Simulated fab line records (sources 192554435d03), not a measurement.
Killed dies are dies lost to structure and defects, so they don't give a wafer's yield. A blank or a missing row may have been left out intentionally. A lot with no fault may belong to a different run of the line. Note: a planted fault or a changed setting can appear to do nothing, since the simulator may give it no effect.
Which tool did it? | flow n5 finfet | 27 wafers from 9 lots sampled at 3 of the route's 1938 steps

## WHAT THE GAUGES READ, wafer by wafer
N5_PMOS_HMC_CHANNEL_EPI_THK_MEAS_22.
lot  | measured    | on            | HMC_CMP_THK (nm)
L225 | day 2 08:10 | film metro-01 | 54.9 53.4 54.8
L227 | day 2 19:40 | film metro-01 | 54.5 53.5 52.4
L232 | day 4 01:58 | film metro-02 | 54.4 53.0 32.6
L233 | day 4 07:55 | film metro-02 | 32.3 55.2 32.8
L240 | day 6 01:47 | film metro-01 | 52.6 53.7 54.6
L242 | day 6 14:25 | film metro-02 | 54.0 53.8 52.7
L243 | day 6 21:01 | film metro-01 | 53.1 51.7 52.8
L245 | day 7 08:43 | film metro-01 | 53.1 54.6 53.8
L246 | day 7 13:32 | film metro-02 | 54.6 55.4 55.0

## TOOL THAT RAN EACH LOT (tool first, then ch and the chambers of the sampled wafers, then the start)
lot  | N5_PMOS_HMC_CHANNEL_EPI_HM_DEP_34 | N5_PMOS_HMC_CHANNEL_EPI_FIN_RECESS_16
L225 | pecvd-03 ch 0,1, day 2 04:50      | rie si-05 ch 0,3, day 2 05:58
L227 | pecvd-01 ch 0,2, day 2 17:02      | rie si-01 ch 1,2,3, day 2 17:51
L232 | pecvd-02 ch 0,2, day 3 23:00      | rie si-01 ch 0,1,2, day 4 00:09
L233 | pecvd-03 ch 0,1,2, day 4 04:43    | rie si-01 ch 1,2,3, day 4 05:40
L240 | pecvd-01 ch 1,2, day 5 22:48      | rie si-05 ch 1,2,3, day 5 23:59
L242 | pecvd-02 ch 0,1,2, day 6 11:30    | rie si-05 ch 0,2,3, day 6 12:36
L243 | pecvd-02 ch 0,2, day 6 16:58      | rie si-06 ch 0,2, day 6 18:17
L245 | pecvd-02 ch 1,2, day 7 04:55      | rie si-06 ch 1,2, day 7 05:52
L246 | pecvd-02 ch 1,2, day 7 10:54      | rie si-01 ch 0,3, day 7 11:44
- N5_PMOS_HMC_CHANNEL_EPI_HM_DEP_34: deposits SiO2 from TEOS/O2, target thk 36 nm, time 6.9 s.
- N5_PMOS_HMC_CHANNEL_EPI_FIN_RECESS_16: chemistry HBr/Cl2, target Si, target depth 54 nm, time 18 s.

## THE ANSWER, worked out from the rows above alone
Rule: what is usual is taken from the lots themselves. Put in order of their means at a reading, lots are off if they are a third of the lots or fewer, leave a main group of 4 or more, and stand apart from it by a gap of 3 or more times the standard deviation of the main group's means; of several such gaps the widest counts. If all means in a main group match to the digits the tables above print for the reading, that group is not used. Also off: a lot with no number at a reading for which 4 or more lots have one. All remaining lots with rows at the step are treated as sound.
Off: L232, L233, at N5_PMOS_HMC_CHANNEL_EPI_THK_MEAS_22 (HMC_CMP_THK). Mean 53.8 nm and standard deviation 0.72 in the main group.
A tool fits if, at a process step before that reading, it ran every lot that is off, and no sound lot after the first of them. Gauges at N5_PMOS_HMC_CHANNEL_EPI_THK_MEAS_22: tried the same way as those tools. None of those tried fits.

## WHAT THE SIMULATOR HAD INSERTED
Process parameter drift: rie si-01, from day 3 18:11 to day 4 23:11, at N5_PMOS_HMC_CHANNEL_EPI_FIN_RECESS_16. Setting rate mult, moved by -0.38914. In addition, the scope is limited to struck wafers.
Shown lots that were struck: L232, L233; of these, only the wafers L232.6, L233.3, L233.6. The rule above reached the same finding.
